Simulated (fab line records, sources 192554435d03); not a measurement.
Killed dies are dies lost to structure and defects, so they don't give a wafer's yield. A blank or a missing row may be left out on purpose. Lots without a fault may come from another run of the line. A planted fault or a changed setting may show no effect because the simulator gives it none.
One fault seen from 3 desks | flow n5_finfet | each desk has only its own numbers; what lay behind them comes last

THE TOOL OWNER'S DESK: rie_diel-02
The tool's own readings at N5_BEOL_M9_ETCH_66 (etches SOC in N2/H2, target depth 80 nm, overetch 16 nm, time 120 s): means of the sampled wafers that have a number, for each lot that ran on this tool. A lot is out of limits, marked OUT, if its mean lies more than 4 standard deviations from the usual mean; the brackets give that distance.
Columns: A = drypump_motor_current_A at N5_BEOL_M9_ETCH_66, usual 5.9 A; B = n2_flow_sccm at N5_BEOL_M9_ETCH_66, usual 200.0 sccm; C = oes_product_au at N5_BEOL_M9_ETCH_66, usual 0.60 a.u.; D = rf_vpp_V at N5_BEOL_M9_ETCH_66, usual 523.8 V; E = run_length_s at N5_BEOL_M9_ETCH_66, usual 143.4 s; F = showerhead_plenum_p_Torr at N5_BEOL_M9_ETCH_66, usual 2.53 Torr; G = throttle_valve_pct at N5_BEOL_M9_ETCH_66, usual 17.76 %
lot  | first seen here | A   | B     | C    | D     | E               | F    | G
L163 | day 11 10:06    | 5.9 | 199.9 | 0.62 | 526.2 | 151.6 (+20) OUT | 2.62 | 17.55
L165 | day 11 16:33    | 6.4 | 199.4 | 0.55 | 524.9 | 159.4 (+38) OUT | 2.54 | 17.61
L174 | day 16 04:20    | 6.1 | 199.7 | 0.58 | 525.1 | 143.2           | 2.57 | 17.66
This desk's finding: out of limits on L163, L165; first on L163, day 11 10:06 (run_length_s at N5_BEOL_M9_ETCH_66). In limits: L174.

THE METROLOGY DESK
What the gauges read, lot by lot, whatever tool the lot ran on: means of the sampled wafers that have a number. A lot is out of limits, marked OUT, if its mean lies more than 4 standard deviations from the usual mean; the brackets give that distance.
Columns: A = cd_nm at N5_BEOL_M9_CD_MEAS_28, usual 70.10 nm; B = V8_OVL at N5_BEOL_M9_OVL_MEAS_29, usual -0.3 nm
lot  | first seen here | A     | B
L158 | day 10 11:14    | 70.08 | -0.8
L163 | day 11 09:32    | 69.95 | 0.6
L165 | day 11 16:20    | 70.01 | -0.7
L173 | day 15 19:46    | 70.13 | 0.4
L174 | day 16 04:08    | 70.18 | 0.9
L175 | day 16 13:38    | 70.08 | -1.1
This desk's finding: nothing out of limits on any of the 6 lots.

THE DEFECT DESK
What the inspections along the route counted, lot by lot: means of the sampled wafers that have a number. A lot is out of limits, marked OUT, if its mean lies more than 4 standard deviations from the usual mean; the brackets give that distance.
Columns: A = raw_defect_count at N5_BEOL_M9_INSPECT_30, usual 435
lot  | first seen here | A
L158 | day 10 11:19    | 525
L163 | day 11 09:38    | 558
L165 | day 11 16:26    | 466
L173 | day 15 19:52    | 398
L174 | day 16 04:14    | 433
L175 | day 16 13:43    | 428
This desk's finding: nothing out of limits on any of the 6 lots.

PUT TOGETHER
The tool owner's desk could have raised an alarm at day 11 10:06, on L163, L165.
The metrology desk saw nothing out of limits.
The defect desk saw nothing out of limits.
The metrology desk has L163, L165 on record, within its limits.
The defect desk has L163, L165 on record, within its limits.
Of the lots named, all ran N5_BEOL_M9_ETCH_66 on rie_diel-02.

WHAT THE SIMULATOR HAD PUT IN
Process parameter drift: rie_diel-02, from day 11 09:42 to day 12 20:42, at N5_BEOL_M9_ETCH_66. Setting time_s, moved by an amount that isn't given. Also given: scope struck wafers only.
Lots struck among those shown: L163, L165.
Hours from the fault's start to each desk's first reading out of limits: the tool owner's desk, 0.
